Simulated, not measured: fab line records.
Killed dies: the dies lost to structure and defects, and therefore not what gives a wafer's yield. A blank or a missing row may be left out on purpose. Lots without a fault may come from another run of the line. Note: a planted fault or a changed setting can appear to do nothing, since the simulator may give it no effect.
Chamber matching || flow n5Finfet || N5_FIN_SAQP_STRIP_77 on rieDiel-05 has 4 sister chambers
The step strips in N2/H2, time 90 s. 4 wafers are shown with their chamber, then 8 later ones without.

== WAFERS PAIRED WITH THEIR CHAMBERS ==
{"wafer": "L087.5", "chamber": 2, "showerheadPlenumPTorr (Torr)": 3.52}
{"wafer": "L090.5", "chamber": 0, "showerheadPlenumPTorr (Torr)": 3.39}
{"wafer": "L091.6", "chamber": 3, "showerheadPlenumPTorr (Torr)": 3.54}
{"wafer": "L092.1", "chamber": 1, "showerheadPlenumPTorr (Torr)": 3.42}

== WAFERS WITH NO CHAMBER GIVEN ==
{"wafer": "L092.3", "showerheadPlenumPTorr (Torr)": 3.54}
{"wafer": "L092.4", "showerheadPlenumPTorr (Torr)": 3.51}
{"wafer": "L095.2", "showerheadPlenumPTorr (Torr)": 3.41}
{"wafer": "L095.3", "showerheadPlenumPTorr (Torr)": 3.38}
{"wafer": "L095.5", "showerheadPlenumPTorr (Torr)": 3.38}
{"wafer": "L097.1", "showerheadPlenumPTorr (Torr)": 3.38}
{"wafer": "L097.3", "showerheadPlenumPTorr (Torr)": 3.53}
{"wafer": "L097.5", "showerheadPlenumPTorr (Torr)": 3.38}

== THE CHAMBER EACH PASSED THROUGH ==
{"wafer": "L092.3", "from the rows above": 3, "in truth": 3}
{"wafer": "L092.4", "from the rows above": 2, "in truth": 2}
{"wafer": "L095.2", "from the rows above": "can't be placed: 1 or 0", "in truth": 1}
{"wafer": "L095.3", "from the rows above": 0, "in truth": 0}
{"wafer": "L095.5", "from the rows above": 0, "in truth": 0}
{"wafer": "L097.1", "from the rows above": 0, "in truth": 0}
{"wafer": "L097.3", "from the rows above": "can't be placed: 2 or 3", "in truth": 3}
{"wafer": "L097.5", "from the rows above": 0, "in truth": 0}
Correctly placed: 6 of 8. Not placeable from these rows: 2 (in 2, the candidates include the true chamber). Wrongly placed: 0.
How it was worked out, from the rows above alone: a wafer's distance from a chamber is the root of the sum, over the readings, of the square of ((its reading less the chamber's mean) divided by the reading's scatter). The wafer belongs to the nearest chamber; if the next one is less than 2 further off, it can't be placed. For every chamber, the mean is computed from those of its wafers that are shown. The scatter: root of mean squared gap, hidden wafer to nearest shown wafer, with one shown wafer a chamber.
